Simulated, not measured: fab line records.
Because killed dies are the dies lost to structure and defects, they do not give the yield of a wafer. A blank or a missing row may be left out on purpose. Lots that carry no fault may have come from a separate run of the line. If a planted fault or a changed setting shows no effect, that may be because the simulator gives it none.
A struck lot beside a sound one / flow n5Finfet / 19 out of 1938 route steps
Sound: these wafers, L863.2, L863.4, L863.6. The struck wafers were L872.4, L872.5, L872.6. The cause is given at the end.
Each step with rows lists, per side, the tool, then ch with its chambers, then its first start. Under that, the readings that differ: sound wafers / struck wafers / difference of the means / sigmas: that difference in standard deviations of wafers without a fault.
alike: readings with means less than 2 such deviations apart, plus words and numbers identical on both sides. not compared: withheld readings, readings lacking a value on some wafer, bounds such as >300 that could conceal the same value, and numbers that have no deviation in the record and whose values overlap.
A row with sigmas, a row that says differs or no value, or rows on one side alone: a step with any of these is where the two part. Numbers that don't overlap but have no deviation are shown without sigmas and don't part them. A reading that every wafer of one side lacks parts them only if that side has two wafers or more.

N5_BEOL_M10_RS_MEAS_57: the measuring method here is four-point-probe.
  sound on filmMetro-02, day 12 14:31; struck on filmMetro-02, day 15 05:58
  alike: M10_RS
N5_BEOL_M10_INSPECT_58: inspects for defects (darkfield).
  sound on defectInspect-02, day 12 14:33; struck on defectInspect-02, day 15 05:59
reading=rawDefectCount; sound=24 37 41; struck=78 65 97; difference=+46; sigmas=+2
N5_BEOL_M11_ILD_DEP_00: deposits SiCOH lowk from DEMS/porogen, target thk 308.51 nm, time 58 s.
  sound on pecvd-04 ch 0,1,2, day 12 14:35; struck on pecvd-02 ch 0,2, day 15 06:03
  alike: heaterPowerW, showerheadPlenumPTorr, susceptorTempC, throttleValvePct
  not compared: sinceWetCleanH
N5_BEOL_M11_CURE_71: cures SiCOH lowk, time 240 s.
  sound on uvCure-01 ch 1, day 12 14:44; struck on uvCure-01 ch 0, day 15 06:40
  alike: lampPowerPct, wafer_temp_C_max
N5_BEOL_M11_THK_MEAS_01:
  sound on filmMetro-02, day 12 15:10; struck on filmMetro-02, day 15 07:11
  alike: M11_ILD_THK
N5_BEOL_M11_PECVD_70: deposits SiO2 from TEOS/O2, target thk 20 nm, time 22.7 s.
  sound on pecvd-04 ch 0,1,2, day 12 15:13; struck on pecvd-02 ch 0,1,2, day 15 07:14
  alike: heaterPowerW, showerheadPlenumPTorr, susceptorTempC, throttleValvePct
  not compared: sinceWetCleanH
N5_BEOL_M11_HM_DEP_02: deposits TiN, target thk 20 nm.
  sound on pvdSputter-02, day 12 15:16; struck on pvdSputter-03, day 15 08:52
  alike: susceptorTempC, throttleValvePct
then, 5 steps without rows for these wafers: N5_BEOL_M11_COAT_59 (time 60 s, resist thk 100 nm); N5_BEOL_M11_COAT_60 (time 60 s, resist thk 30 nm); N5_BEOL_M11_COAT_05 (resist thk 90 nm); N5_BEOL_M11_EBR_07; N5_BEOL_M11_SOFTBAKE_06 (time 60 s).
N5_BEOL_M11_EXPOSE_08: exposes mask M11.
  sound on arfiScanner-02 ch 0, day 12 15:38; struck on arfiScanner-02 ch 0, day 15 09:16
reading=model.BEOL_M11.overlayXNm (nm); sound=-0.2 -0.2 -0.2; struck=6 6 6; difference=+6; sigmas=
  alike: mask, focusOffsetNm, reticleTempC
then, 2 steps without rows for these wafers: N5_BEOL_M11_PEB_09 (peb time 60 s); N5_BEOL_M11_DEVELOP_10 (develop time 30 s).
N5_BEOL_M11_CD_MEAS_11: the cd target is 64.1 nm.
  sound on cdSem-01 ch 0, day 12 15:46; struck on cdSem-02 ch 0, day 15 09:22
  alike: cdNm
N5_BEOL_M11_OVL_MEAS_12:
  sound on overlay-01 ch 0, day 12 15:48; struck on overlay-01 ch 0, day 15 09:24
reading=M11_OVL (nm); sound=-0.9 0.1 -0.2; struck=4.9 6.3 6.0; difference=+6.1; sigmas=+6
N5_BEOL_M11_INSPECT_13: inspects for defects (brightfield).
  sound on defectInspect-01, day 12 15:49; struck on defectInspect-01, day 15 09:25
  alike: rawDefectCount
after that, 1 step had no rows for these wafers: N5_PASSIVATION_PROBE_49.

WHERE THEY PART
At N5_BEOL_M10_INSPECT_58 first; at N5_BEOL_M11_OVL_MEAS_12 last (within this record only). Later steps at which nothing parts them and some readings are alike: N5_BEOL_M11_INSPECT_13.

WHY: what the simulator had put in
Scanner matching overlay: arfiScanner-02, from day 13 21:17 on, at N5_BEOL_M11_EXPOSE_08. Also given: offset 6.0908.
